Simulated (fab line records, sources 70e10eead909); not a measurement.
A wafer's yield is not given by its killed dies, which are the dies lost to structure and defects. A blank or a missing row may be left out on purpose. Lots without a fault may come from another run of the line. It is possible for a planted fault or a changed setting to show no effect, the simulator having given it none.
fab line records ; flow nand-harc
record lots=6; wafers=18; last-day=31
route steps=1302 shown A_CHANNEL_HOLE_D1@471 END@1302
lots untouched by any fault: they come from a run of this same line in which no faults occurred
start-h: hours from the record's first day to the start of the lot's first wafer shown ; wait-h: time in hours since the lot's previous step ; " unchanged from the row above ; L1.1+2: one row covering several wafers at once ; - no value present, or no start provided ; * or withheld: withheld ; < > ~ a bound
route shown NAME@n: a module of which the file shows steps, and the number in the route of the first ; usual: mean/standard deviation taken from wafers without a fault ; same: alike in all rows ; chamber/n: place in a boat ; sites: readings site by site ; _std_site: their standard deviation ; _edge_site: inner sites' mean taken away from outer sites' mean ; radius-mm: for every site, how far away it sits from the centre of the wafer ; mask NAME#n: copy n ; behind: the most recent tool/chamber to have shaped the wafer ; hold: what put the lot on hold/how long, in hours/how the hold closed ; device: whichever transistor did not switch (one of n, p or np) ; end of line: the tests these same wafers got at the end of their route ; where a step has no rows: the recipe by itself ; killed: dies lost to structure and defects at the first sort, not the wafer's yield ; map: the dies of a wafer, with x for killed, . for not killed, _ for no die there
set.NAME: the run value of the setting; set.NAME@STEP: its run value at that earlier step ; model.NAME: the simulator's own value behind a step, which no gauge read
lots at selected steps of the route; one table per step, one row per wafer
services: from which hour (start-h, from the record's first day; less than 0 if before it) a tool's chamber was out of use, for how many hours, and why
## steps
# step NHARC_A_CHANNEL_HOLE_D1_ETCH_19
# recipe bias-v=1200; source-w=2500; pressure-mtorr=15; time-s=34.5; ar-flow-sccm=375; c4f8-flow-sccm=28.8; o2-flow-sccm=96.2; temp-c=-20; target-depth-a=*; chemistry=C4F8/O2/Ar
# usual drypump-motor-current-A=6.3/0.37; he-backside-leak-sccm=6.4/0.82; mfc-ar-sccm=374.9/1.1; rf-fwd-power-W=2448/14; run-length-s=35.5/0.4; showerhead-plenum-p-Torr=3.72/0.081; throttle-valve-pct=37.037/0.01
lot.wafer;tool;chamber;start-h;wait-h;drypump-motor-current-A;he-backside-leak-sccm;mfc-ar-sccm;rf-fwd-power-W;rf-hours-counter-h;run-length-s;showerhead-plenum-p-Torr;throttle-valve-pct
L152.2;har-etch-01;0;217.52;0.1;6.6;5.8;376.1;2436;107;35.2;3.77;37.037
L152.3;har-etch-01;0;217.52;0.1;6.6;5.6;375.9;2434;-;35.0;3.77;37.051
L152.4;har-etch-01;1;217.52;0.1;5.7;6.2;373.5;2462;-;35.0;3.73;37.042
L156.2;har-etch-02;0;253.89;0.1;6.6;6.8;374.8;2445;335;35.6;3.79;37.034
L156.1;har-etch-02;1;253.89;0.1;6.2;6.3;376.0;2439;335;36.0;3.61;37.043
L156.3;har-etch-02;0;253.89;0.1;6.6;7.1;374.5;2453;-;35.6;3.79;37.043
L157.1;har-etch-01;1;265.01;0.1;5.7;6.9;374.2;2469;130;35.2;3.72;37.035
L157.3;har-etch-01;0;265.01;0.1;6.5;5.9;372.8;2437;-;35.0;3.75;37.019
L157.6;har-etch-01;0;265.01;0.1;6.6;5.8;374.0;2438;-;35.2;3.75;37.048
L159.3;har-etch-01;1;286.56;0.7;5.7;6.7;374.6;2463;-;34.9;3.71;37.042
L159.6;har-etch-01;0;286.56;0.7;6.6;6.0;376.2;2442;-;35.3;3.75;37.050
L159.5;har-etch-01;1;286.56;0.7;5.7;6.7;376.5;2469;-;35.3;3.71;37.033
L166.1;har-etch-02;1;350.27;0.1;6.2;6.4;376.4;2440;392;35.8;3.58;37.039
L166.3;har-etch-02;1;350.27;0.1;6.2;6.6;375.8;2443;-;35.8;3.58;37.046
L166.5;har-etch-02;1;350.27;0.1;6.2;6.7;374.6;2426;-;36.1;3.58;37.045
L168.3;har-etch-01;0;373.58;0.1;6.6;5.9;374.8;2433;-;35.8;3.72;37.023
L168.5;har-etch-01;0;373.58;0.1;6.6;5.9;376.0;2441;-;35.7;3.72;37.040
L168.6;har-etch-01;1;373.58;0.1;5.7;7.1;373.6;2457;-;35.6;3.68;37.045
# step NHARC_A_CHANNEL_HOLE_D1_ETCH_20
# recipe bias-v=3000; source-w=withheld; pressure-mtorr=20; time-s=361.9; ar-flow-sccm=375; c4f8-flow-sccm=89.3; o2-flow-sccm=35.7; temp-c=-20; target-depth-a=16000; chemistry=C4F8/O2/Ar
# usual drypump-motor-current-A=6.3/0.37; he-backside-leak-sccm=6.4/0.85; mfc-ar-sccm=375.0/1.1; run-length-s=346.9/0; showerhead-plenum-p-Torr=3.68/0.078; throttle-valve-pct=32.156/0.0084
lot.wafer;tool;chamber;start-h;wait-h;drypump-motor-current-A;he-backside-leak-sccm;mfc-ar-sccm;rf-hours-counter-h;run-length-s;showerhead-plenum-p-Torr;throttle-valve-pct
L152.2;har-etch-01;0;217.64;0.1;6.6;5.6;375.7;107;346.9;3.72;32.158
L152.3;har-etch-01;0;217.64;0.1;6.5;5.7;376.1;-;346.9;3.72;32.154
L152.4;har-etch-01;1;217.64;0.1;5.7;6.3;375.8;-;346.9;3.69;32.159
L156.2;har-etch-02;0;254.00;0.1;6.6;7.1;376.0;335;346.9;3.74;32.149
L156.1;har-etch-02;1;254.00;0.1;6.2;6.4;375.5;335;346.9;3.58;32.142
L156.3;har-etch-02;0;254.00;0.1;6.6;7.3;375.2;-;346.9;3.74;32.141
L157.1;har-etch-01;1;265.16;0.1;5.7;5.9;374.7;130;346.9;3.68;32.149
L157.3;har-etch-01;0;265.16;0.1;6.6;5.7;375.3;-;346.9;3.71;32.152
L157.6;har-etch-01;0;265.16;0.1;6.6;5.6;377.5;-;346.9;3.71;32.163
L159.3;har-etch-01;1;286.77;0.2;5.7;6.6;375.2;-;346.9;3.67;32.150
L159.6;har-etch-01;0;286.77;0.2;6.5;5.6;375.2;-;346.9;3.70;32.165
L159.5;har-etch-01;1;286.77;0.2;5.7;6.4;375.8;-;346.9;3.67;32.150
L166.1;har-etch-02;1;350.42;0.1;6.2;6.7;374.7;392;346.9;3.55;32.146
L166.3;har-etch-02;1;350.42;0.1;6.2;6.2;375.6;-;346.9;3.55;32.157
L166.5;har-etch-02;1;350.42;0.1;6.2;6.7;376.6;-;346.9;3.55;32.165
L168.3;har-etch-01;0;373.76;0.2;6.6;6.1;373.7;-;346.9;3.68;32.160
L168.5;har-etch-01;0;373.76;0.2;6.6;5.9;375.0;-;346.9;3.68;32.158
L168.6;har-etch-01;1;373.76;0.2;5.7;6.5;374.3;-;346.9;3.64;32.137
# step NHARC_A_CHANNEL_HOLE_D1_ETCH_21
# recipe bias-v=3000; source-w=withheld; pressure-mtorr=20; time-s=514.3; ar-flow-sccm=375; c4f8-flow-sccm=89.3; o2-flow-sccm=35.7; temp-c=-20; target-depth-a=16000; chemistry=C4F8/O2/Ar
# usual drypump-motor-current-A=6.3/0.37; he-backside-leak-sccm=6.4/0.87; mfc-ar-sccm=375.0/1.1; run-length-s=499.3/0; showerhead-plenum-p-Torr=3.68/0.078; throttle-valve-pct=32.154/0.01
lot.wafer;tool;chamber;start-h;wait-h;drypump-motor-current-A;he-backside-leak-sccm;mfc-ar-sccm;rf-hours-counter-h;run-length-s;showerhead-plenum-p-Torr;throttle-valve-pct
L152.2;har-etch-01;0;217.95;0.3;6.6;5.7;374.2;108;499.3;3.72;32.154
L152.3;har-etch-01;0;217.95;0.3;6.5;5.8;375.5;-;499.3;3.72;32.151
L152.4;har-etch-01;1;217.95;0.3;5.7;11.8;374.7;-;499.3;3.69;32.155
L156.2;har-etch-02;0;254.31;0.3;6.6;6.8;373.1;336;499.3;3.74;32.160
L156.1;har-etch-02;1;254.31;0.3;6.2;6.0;373.3;336;499.3;3.58;32.161
L156.3;har-etch-02;0;254.31;0.3;6.6;7.4;373.5;-;499.3;3.74;32.155
L157.1;har-etch-01;1;265.50;0.3;5.7;6.7;373.9;131;499.3;3.68;32.149
L157.3;har-etch-01;0;265.50;0.3;6.6;5.5;374.5;-;499.3;3.71;32.143
L157.6;har-etch-01;0;265.50;0.3;6.6;5.4;373.3;-;499.3;3.71;32.140
L159.3;har-etch-01;1;287.15;0.3;5.7;6.8;376.3;-;499.3;3.67;32.133
L159.6;har-etch-01;0;287.15;0.3;6.6;5.6;374.2;-;499.3;3.70;32.153
L159.5;har-etch-01;1;287.15;0.3;5.7;6.5;375.3;-;499.3;3.67;32.153
L166.1;har-etch-02;1;350.75;0.3;6.2;6.8;373.2;393;499.3;3.55;32.150
L166.3;har-etch-02;1;350.75;0.3;6.2;6.2;374.0;-;499.3;3.55;32.163
L166.5;har-etch-02;1;350.75;0.3;6.2;6.8;374.9;-;499.3;3.55;32.148
L168.3;har-etch-01;0;374.11;0.3;6.6;5.9;375.1;-;499.3;3.68;32.152
L168.5;har-etch-01;0;374.11;0.3;6.5;6.1;375.2;-;499.3;3.68;32.149
L168.6;har-etch-01;1;374.11;0.3;5.7;6.8;375.0;-;499.3;3.64;32.130
# step NHARC_A_CHANNEL_HOLE_D1_ETCH_22
# recipe bias-v=3000; source-w=withheld; pressure-mtorr=20; time-s=666.7; ar-flow-sccm=375; c4f8-flow-sccm=89.3; o2-flow-sccm=35.7; temp-c=-20; target-depth-a=16000; chemistry=C4F8/O2/Ar
# step NHARC_A_CHANNEL_HOLE_D1_ETCH_23
# recipe bias-v=5000; source-w=withheld; pressure-mtorr=20; time-s=819; ar-flow-sccm=375; c4f8-flow-sccm=89.3; o2-flow-sccm=35.7; temp-c=-20; target-depth-a=16000; chemistry=C4F8/O2/Ar
# usual drypump-motor-current-A=6.3/0.37; he-backside-leak-sccm=6.4/0.76; mfc-ar-sccm=375.2/1.2; run-length-s=804/0; showerhead-plenum-p-Torr=3.68/0.078; throttle-valve-pct=32.155/0.009
lot.wafer;tool;chamber;start-h;wait-h;drypump-motor-current-A;he-backside-leak-sccm;mfc-ar-sccm;rf-hours-counter-h;run-length-s;showerhead-plenum-p-Torr;throttle-valve-pct
L152.2;har-etch-01;0;218.97;0.5;6.6;5.7;375.7;109;804;3.72;32.152
L152.3;har-etch-01;0;218.97;0.5;6.5;5.8;373.2;-;804;3.72;32.168
L152.4;har-etch-01;1;218.97;0.5;5.7;5.9;375.4;-;804;3.69;32.167
L156.2;har-etch-02;0;255.32;0.5;6.6;7.0;374.3;337;804;3.74;32.127
L156.1;har-etch-02;1;255.32;0.5;6.2;6.6;375.9;337;804;3.58;32.152
L156.3;har-etch-02;0;255.32;0.5;6.6;7.3;374.9;-;804;3.74;32.150
L157.1;har-etch-01;1;266.55;0.5;5.7;6.6;375.8;132;804;3.68;32.144
L157.3;har-etch-01;0;266.55;0.5;6.6;5.7;373.2;-;804;3.71;32.143
L157.6;har-etch-01;0;266.55;0.5;6.6;5.8;374.0;-;804;3.71;32.152
L159.3;har-etch-01;1;288.29;0.5;5.7;6.2;375.7;-;804;3.67;32.168
L159.6;har-etch-01;0;288.29;0.5;6.6;5.7;374.9;-;804;3.70;32.151
L159.5;har-etch-01;1;288.29;0.5;5.7;6.3;374.5;-;804;3.67;32.171
L166.1;har-etch-02;1;351.80;0.5;6.2;6.3;374.7;394;804;3.55;32.155
L166.3;har-etch-02;1;351.80;0.5;6.2;6.4;372.9;-;804;3.55;32.149
L166.5;har-etch-02;1;351.80;0.5;6.2;6.3;374.1;-;804;3.55;32.163
L168.3;har-etch-01;0;375.21;0.5;6.6;6.0;377.3;-;804;3.67;32.153
L168.5;har-etch-01;0;375.21;0.5;6.6;6.1;377.0;-;804;3.67;32.162
L168.6;har-etch-01;1;375.21;0.5;5.7;6.7;372.7;-;804;3.64;32.159
# step NHARC_A_CHANNEL_HOLE_D1_ETCH_24
# recipe bias-v=5000; source-w=withheld; pressure-mtorr=20; time-s=906.2; ar-flow-sccm=375; c4f8-flow-sccm=93.8; o2-flow-sccm=31.2; temp-c=-20; target-depth-a=15000; chemistry=C4F8/O2/Ar
# step NHARC_A_CHANNEL_HOLE_D1_ETCH_25
# recipe bias-v=5000; source-w=withheld; pressure-mtorr=20; time-s=1040.2; ar-flow-sccm=375; c4f8-flow-sccm=93.8; o2-flow-sccm=31.2; temp-c=-20; target-depth-a=15000; chemistry=C4F8/O2/Ar
# step NHARC_A_CHANNEL_HOLE_D1_ETCH_26
# recipe bias-v=300; source-w=2000; pressure-mtorr=30; time-s=224.1; ar-flow-sccm=375; c4f8-flow-sccm=11.4; o2-flow-sccm=113.6; temp-c=-20; target-depth-a=3000; chemistry=C4F8/O2/Ar
# step NHARC_A_CHANNEL_HOLE_D1_ETCH_33
# recipe bias-v=400; source-w=2000; pressure-mtorr=25; time-s=90; ar-flow-sccm=375; c4f8-flow-sccm=41.7; o2-flow-sccm=83.3; temp-c=-20; target-depth-a=4000; chemistry=C4F8/O2/Ar
# step NHARC_A_CHANNEL_HOLE_D1_STRIP_41
# recipe n2-flow-sccm=150; h2-flow-sccm=150; ar-flow-sccm=0; bias-w=0; chemistry=N2/H2
# step NHARC_A_CHANNEL_HOLE_D1_STRIP_42
# recipe cf4-flow-sccm=100; chf3-flow-sccm=30; ar-flow-sccm=0; bias-w=0; chemistry=CF4/CHF3
# step NHARC_A_CHANNEL_HOLE_D1_STRIP_43
# recipe o2-flow-sccm=400; cos-flow-sccm=20; ar-flow-sccm=0; bias-w=0; chemistry=O2/COS
# step NHARC_A_CHANNEL_HOLE_D1_ETCH_44
# recipe target-depth-a=1400; overetch-a=140; time-s=77; ion-energy-ev=100; cf4-flow-sccm=80; o2-flow-sccm=20; ar-flow-sccm=0; rf-w=300; bias-w=100; chemistry=CF4/O2
# usual drypump-motor-current-A=5.5/0.46; mfc-ar-sccm=0.003/0.0056; oes-product-au=0.997/0.011; rf-fwd-power-W=297.6/1; rf-vpp-V=197.5/1.2; run-length-s=98.3/0.56; showerhead-plenum-p-Torr=1.32/0.048; throttle-valve-pct=13.399/0.0086
lot.wafer;tool;chamber;start-h;wait-h;drypump-motor-current-A;mfc-ar-sccm;oes-product-au;rf-fwd-power-W;rf-hours-counter-h;rf-vpp-V;run-length-s;showerhead-plenum-p-Torr;throttle-valve-pct
L152.2;rie-diel-13;0;222.26;0.1;5.6;0;0.994;298.2;3;197.5;97.7;1.33;13.386
L152.3;rie-diel-13;1;222.26;0.1;4.7;0.005;1.014;297.0;4;199.6;97.6;1.39;13.412
L152.4;rie-diel-13;3;222.26;0.1;5.9;0;0.990;296.9;3;197.3;98.9;1.27;13.393
L156.2;rie-diel-13;1;258.62;0.1;4.8;0.005;0.997;-;6;198.6;86.9;1.39;13.403
L156.3;rie-diel-13;2;258.62;0.1;5.6;0.001;1.004;-;6;196.7;87.0;1.27;13.409
L156.1;rie-diel-13;3;258.62;0.1;5.9;0;0.999;-;5;197.0;87.5;1.27;13.404
L157.3;rie-diel-13;2;269.73;0.1;5.6;0.001;1.000;-;7;197.7;87.1;1.27;13.385
L157.1;rie-diel-13;0;269.73;0.1;5.6;0;1.001;-;6;198.6;87.1;1.33;13.404
L157.6;rie-diel-13;1;269.73;0.1;4.8;0.005;0.991;-;-;200.1;86.5;1.39;13.397
L159.3;rie-diel-03;3;291.24;0.0;5.7;0.003;0.992;298.4;0;200.0;98.4;1.45;13.407
L159.5;rie-diel-03;3;291.24;0.0;5.7;0.003;1.004;298.3;-;199.0;97.9;1.45;13.397
L159.6;rie-diel-03;0;291.24;0.0;5.3;0;1.023;295.6;-;196.8;98.9;1.31;13.398
L166.3;rie-diel-13;3;355.00;0.1;5.9;0;0.987;296.4;0;195.6;99.6;1.26;13.393
L166.1;rie-diel-13;0;355.00;0.1;5.6;0;0.995;298.2;0;196.9;97.7;1.33;13.395
L166.5;rie-diel-13;3;355.00;0.1;5.9;0;0.979;296.4;-;197.3;98.7;1.27;13.386
L168.3;rie-diel-13;0;378.29;0.1;5.6;0;1.000;298.4;2;198.9;97.9;1.33;13.398
L168.6;rie-diel-13;1;378.29;0.1;4.8;0.005;0.988;296.3;-;200.1;97.6;1.38;13.390
L168.5;rie-diel-13;2;378.29;0.1;5.6;0.001;1.001;298.0;-;196.9;97.8;1.27;13.417
# step NHARC_A_CHANNEL_HOLE_D1_STRIP_27
# recipe o2-flow-sccm=500; ar-flow-sccm=0; bias-w=0; chemistry=O2
# usual drypump-motor-current-A=5.5/0.49; mfc-ar-sccm=0.004/0.0057; oes-product-au=0.996/0.0095; rf-vpp-V=57.7/0.85; showerhead-plenum-p-Torr=3.50/0.12; throttle-valve-pct=17.037/0.0092
lot.wafer;tool;chamber;start-h;wait-h;drypump-motor-current-A;mfc-ar-sccm;oes-product-au;rf-hours-counter-h;rf-vpp-V;showerhead-plenum-p-Torr;throttle-valve-pct
L152.2;rie-diel-13;0;-;-;5.6;0;0.996;3;58.4;3.52;17.036
L152.4;rie-diel-13;2;-;-;5.6;0.001;0.999;4;57.5;3.37;17.034
L152.3;rie-diel-13;3;-;-;5.9;0;0.998;3;58.4;3.36;17.050
L156.2;rie-diel-13;0;-;-;5.6;0;0.993;5;57.0;3.52;17.021
L156.1;rie-diel-13;1;-;-;4.8;0.005;0.992;6;57.8;3.65;17.029
L156.3;rie-diel-13;2;-;-;5.6;0.001;0.997;6;56.1;3.37;17.040
L157.1;rie-diel-13;2;-;-;5.6;0.001;1.001;7;58.0;3.37;17.054
L157.3;rie-diel-13;0;-;-;5.6;0;0.994;6;57.4;3.52;17.031
L157.6;rie-diel-13;2;-;-;5.6;0.001;0.992;-;57.3;3.37;17.043
L159.3;rie-diel-03;1;-;-;6.1;0;1.010;0;56.9;3.50;17.034
L159.5;rie-diel-03;2;-;-;4.8;0;1.002;-;57.4;3.47;17.041
L159.6;rie-diel-03;3;-;-;5.7;0.003;1.006;-;57.6;3.81;17.047
L166.3;rie-diel-13;2;-;-;5.6;0.001;0.993;0;57.2;3.37;17.034
L166.1;rie-diel-13;3;-;-;5.9;0;0.984;0;56.8;3.35;17.027
L166.5;rie-diel-13;1;-;-;4.8;0.005;0.978;-;57.3;3.65;17.054
L168.3;rie-diel-13;3;-;-;5.9;0;0.994;2;57.4;3.35;17.038
L168.6;rie-diel-13;0;-;-;5.6;0;0.989;-;58.5;3.51;17.050
L168.5;rie-diel-13;1;-;-;4.7;0.005;0.993;-;57.2;3.65;17.043
# step NHARC_END_SORT_01
# recipe temp-c=25
# usual killed-at-array=49/18; killed-at-other=0.7/1.1; killed-at-periphery=4.0/2.6; killed-dies=54/19; killed-open=3.4/1.7; killed-short=2.5/1.7
# same gross-dies=677
lot.wafer;tool;chamber;start-h;wait-h;killed-at-array;killed-at-other;killed-at-periphery;killed-dies;killed-open;killed-short
L156.1;prober-02;0;630.66;2.5;675;1;1;677;6;3
L156.2;prober-02;0;631.47;2.8;675;0;2;677;4;4
L156.3;prober-02;0;632.28;3.1;673;0;4;677;6;3
L157.1;prober-02;0;649.60;2.5;665;6;6;677;4;2
L157.3;prober-02;0;651.18;3.1;670;2;5;677;6;7
L157.6;prober-02;0;653.54;3.9;667;3;7;677;5;4
# killed by level:class
L156.1 A_CHANNEL_HOLE_D1:area-etch=622 A_SLIT:chamber-film-flake=24 A_CHANNEL_HOLE_D1:chamber-film-flake=11 A_CHANNEL_HOLE_D2:chamber-film-flake=7 A_SOURCE_PLATE:geometric-particle:open=2 A_CONTACT:chamber-film-flake=2 P_M1:geometric-particle:open=1 A_ONON_D2:geometric-particle:open=1
L156.2 A_CHANNEL_HOLE_D1:area-etch=597 A_CHANNEL_HOLE_D2:chamber-film-flake=28 A_CHANNEL_HOLE_D1:chamber-film-flake=22 A_SLIT:chamber-film-flake=19 A_CONTACT:chamber-film-flake=2 P_CONTACT:geometric-particle:open=1 P_M0:geometric-particle:open=1 A_ONON_D1:geometric-particle:short=1
L156.3 A_CHANNEL_HOLE_D1:area-etch=607 A_CHANNEL_HOLE_D1:chamber-film-flake=26 A_SLIT:chamber-film-flake=15 A_CHANNEL_HOLE_D2:chamber-film-flake=12 A_STAIRCASE:chamber-film-flake=4 P_CONTACT:geometric-particle:open=2 A_CHANNEL_FILL_D2:chamber-film-flake=2 P_STI:geometric-particle:short=1
L157.1 A_CHANNEL_HOLE_D1:area-etch=587 A_CHANNEL_HOLE_D2:chamber-film-flake=33 A_SLIT:chamber-film-flake=31 THIN_TSV:chamber-film-flake=6 P_M2:chamber-film-flake=3 P_STI:chamber-film-flake=2 A_CHANNEL_HOLE_D1:chamber-film-flake=2 A_CHANNEL_FILL_D2:chamber-film-flake=2
L157.3 A_CHANNEL_HOLE_D1:area-etch=594 A_CHANNEL_HOLE_D2:chamber-film-flake=34 A_SLIT:chamber-film-flake=19 A_CHANNEL_HOLE_D1:chamber-film-flake=3 A_STAIRCASE:chamber-film-flake=3 A_M0:chamber-film-flake=3 A_ONON_D1:geometric-particle:short=2 A_ONON_D1:geometric-particle:open=2
L157.6 A_CHANNEL_HOLE_D1:area-etch=601 A_SLIT:chamber-film-flake=30 A_CHANNEL_HOLE_D2:chamber-film-flake=16 A_CHANNEL_HOLE_D1:chamber-film-flake=5 P_ZERO_WELL:chamber-film-flake=3 A_CHANNEL_FILL_D2:chamber-film-flake=3 THIN_TSV:chamber-film-flake=3 A_CHANNEL_FILL_D1:geometric-particle:short=2
# map L156.1 (x killed, . not)
____________x____________
_________xxxxxxx_________
_______xxxxxxxxxxx_______
______xxxxxxxxxxxxx______
_____xxxxxxxxxxxxxxx_____
____xxxxxxxxxxxxxxxxx____
____xxxxxxxxxxxxxxxxx____
___xxxxxxxxxxxxxxxxxxx___
___xxxxxxxxxxxxxxxxxxx___
__xxxxxxxxxxxxxxxxxxxxx__
__xxxxxxxxxxxxxxxxxxxxx__
_xxxxxxxxxxxxxxxxxxxxxxx_
_xxxxxxxxxxxxxxxxxxxxxxx_
_xxxxxxxxxxxxxxxxxxxxxxx_
_xxxxxxxxxxxxxxxxxxxxxxx_
_xxxxxxxxxxxxxxxxxxxxxxx_
xxxxxxxxxxxxxxxxxxxxxxxxx
xxxxxxxxxxxxxxxxxxxxxxxxx
xxxxxxxxxxxxxxxxxxxxxxxxx
xxxxxxxxxxxxxxxxxxxxxxxxx
xxxxxxxxxxxxxxxxxxxxxxxxx
_xxxxxxxxxxxxxxxxxxxxxxx_
_xxxxxxxxxxxxxxxxxxxxxxx_
_xxxxxxxxxxxxxxxxxxxxxxx_
_xxxxxxxxxxxxxxxxxxxxxxx_
_xxxxxxxxxxxxxxxxxxxxxxx_
__xxxxxxxxxxxxxxxxxxxxx__
__xxxxxxxxxxxxxxxxxxxxx__
___xxxxxxxxxxxxxxxxxxx___
___xxxxxxxxxxxxxxxxxxx___
____xxxxxxxxxxxxxxxxx____
____xxxxxxxxxxxxxxxxx____
_____xxxxxxxxxxxxxxx_____
______xxxxxxxxxxxxx______
_______xxxxxxxxxxx_______
_________xxxxxxx_________
____________x____________
# map L157.1 (x killed, . not)
____________x____________
_________xxxxxxx_________
_______xxxxxxxxxxx_______
______xxxxxxxxxxxxx______
_____xxxxxxxxxxxxxxx_____
____xxxxxxxxxxxxxxxxx____
____xxxxxxxxxxxxxxxxx____
___xxxxxxxxxxxxxxxxxxx___
___xxxxxxxxxxxxxxxxxxx___
__xxxxxxxxxxxxxxxxxxxxx__
__xxxxxxxxxxxxxxxxxxxxx__
_xxxxxxxxxxxxxxxxxxxxxxx_
_xxxxxxxxxxxxxxxxxxxxxxx_
_xxxxxxxxxxxxxxxxxxxxxxx_
_xxxxxxxxxxxxxxxxxxxxxxx_
_xxxxxxxxxxxxxxxxxxxxxxx_
xxxxxxxxxxxxxxxxxxxxxxxxx
xxxxxxxxxxxxxxxxxxxxxxxxx
xxxxxxxxxxxxxxxxxxxxxxxxx
xxxxxxxxxxxxxxxxxxxxxxxxx
xxxxxxxxxxxxxxxxxxxxxxxxx
_xxxxxxxxxxxxxxxxxxxxxxx_
_xxxxxxxxxxxxxxxxxxxxxxx_
_xxxxxxxxxxxxxxxxxxxxxxx_
_xxxxxxxxxxxxxxxxxxxxxxx_
_xxxxxxxxxxxxxxxxxxxxxxx_
__xxxxxxxxxxxxxxxxxxxxx__
__xxxxxxxxxxxxxxxxxxxxx__
___xxxxxxxxxxxxxxxxxxx___
___xxxxxxxxxxxxxxxxxxx___
____xxxxxxxxxxxxxxxxx____
____xxxxxxxxxxxxxxxxx____
_____xxxxxxxxxxxxxxx_____
______xxxxxxxxxxxxx______
_______xxxxxxxxxxx_______
_________xxxxxxx_________
____________x____________
## services
tool;chamber;start-h;hours;kind
rie-diel-13;0;198.50;-;clean
rie-diel-13;1;198.50;-;clean
rie-diel-13;2;198.50;-;clean
rie-diel-13;3;198.50;-;clean
rie-diel-13;3;200.01;6.2;repair
rie-diel-13;0;223.18;-;clean
rie-diel-13;1;223.18;-;clean
rie-diel-13;2;223.18;-;clean
rie-diel-13;3;223.18;-;clean
rie-diel-13;0;247.68;-;clean
rie-diel-13;1;247.68;-;clean
rie-diel-13;2;247.68;-;clean
rie-diel-13;3;247.68;-;clean
rie-diel-13;0;272.18;-;clean
rie-diel-13;1;272.18;-;clean
rie-diel-13;2;272.18;-;clean
rie-diel-13;3;272.18;-;clean
rie-diel-03;-;281.56;9.0;pm
rie-diel-13;-;284.48;3.6;repair
rie-diel-03;0;294.78;38.2;repair
rie-diel-03;3;303.46;1.5;repair
rie-diel-13;2;337.79;12.6;repair
rie-diel-13;-;342.00;9.0;pm
rie-diel-13;3;355.59;5.7;repair
## key
first-sign step=NHARC_A_CHANNEL_HOLE_D1_ETCH_44; reading=run-length-s; direction=down; sigmas=20; usual=*; struck=*
effect step=NHARC_END_SORT_01; reading=killed-at-array; direction=up; sigmas=34; usual=49; struck=671
more-kills-born-at NHARC_A_CHANNEL_HOLE_D1_ETCH_44@rie-diel-13=3608
met-at NHARC_A_CHANNEL_HOLE_D1_ETCH_44
struck-wafers L156.1,L156.2,L156.3,L157.1,L157.3,L157.6
later-rows-left-out L156.1,L156.2,L156.3,L157.1,L157.3,L157.6
tester-left-out L156,L157
onset-between 222.26 258.62
fault kind=process-parameter-drift; tool=rie-diel-13; chamber=-; onset-h=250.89; steps=NHARC_A_CHANNEL_HOLE_D1_ETCH_44; channel=time-s; offset=*; shape=step; end-h=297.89; acts-in=*; stated=*
# tester-left-out: of these lots the tester's yield and bins aren't shown, on N5 and GAA mostly nor the transistor test; their killed dies are dies lost to structure and defects alone, not to doping, threshold or leakage, so they don't give the yield
# later-rows-left-out: the simulator's readings of these wafers behind a module that went badly wrong aren't trusted and aren't shown, but for the sort
